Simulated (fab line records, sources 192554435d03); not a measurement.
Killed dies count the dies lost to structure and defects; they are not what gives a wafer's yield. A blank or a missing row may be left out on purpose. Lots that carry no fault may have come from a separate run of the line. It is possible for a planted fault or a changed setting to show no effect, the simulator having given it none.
Chamber matching | flow n5Finfet | 4 sister chambers for N5_HKMG_FIN_ETCH_35 on rieDiel-05
The step etches SOC in N2/H2, target depth 215.8 nm, time 243.4 s. 8 wafers are shown with their chamber, then 7 later ones without.

WAFERS, EACH WITH ITS CHAMBER
wafer  | chamber | showerheadPlenumPTorr (Torr) | throttleValvePct (%)
L074.5 | 3       | 2.48                         | 17.57
L077.2 | 0       | 2.70                         | 17.38
L080.1 | 1       | 2.65                         | 17.97
L083.3 | 1       | 2.65                         | 17.99
L083.4 | 0       | 2.70                         | 17.41
L083.5 | 2       | 2.58                         | 17.68
L087.1 | 2       | 2.58                         | 17.69
L087.2 | 3       | 2.47                         | 17.62

WAFERS WITHOUT THEIR CHAMBER
wafer  | showerheadPlenumPTorr (Torr) | throttleValvePct (%)
L087.3 | 2.65                         | 17.99
L089.1 | 2.69                         | 17.42
L089.3 | 2.65                         | 17.99
L089.6 | 2.69                         | 17.44
L092.1 | 2.69                         | 17.43
L092.2 | 2.57                         | 17.71
L092.3 | 2.46                         | 17.63

THE CHAMBER EACH PASSED THROUGH
wafer  | from the rows above | in truth
L087.3 | 1                   | 1
L089.1 | 0                   | 0
L089.3 | 1                   | 1
L089.6 | 0                   | 0
L092.1 | 0                   | 0
L092.2 | 2                   | 2
L092.3 | 3                   | 3
Correctly placed: 7 of 7. Can't be placed from these rows: 0. Wrongly placed: 0.
How it was worked out, from the rows above alone: a wafer's distance from a chamber is the root of the sum, over the readings, of the square of ((its reading less the chamber's mean) divided by the reading's scatter). The wafer belongs to the nearest chamber; if the next one is less than 2 further off, it can't be placed. The mean given for a chamber averages the wafers shown for that chamber. How the scatter is found: for the shown wafers, subtract from each reading the mean of its chamber, square and add these, divide the total by (wafers less chambers), then take the root.
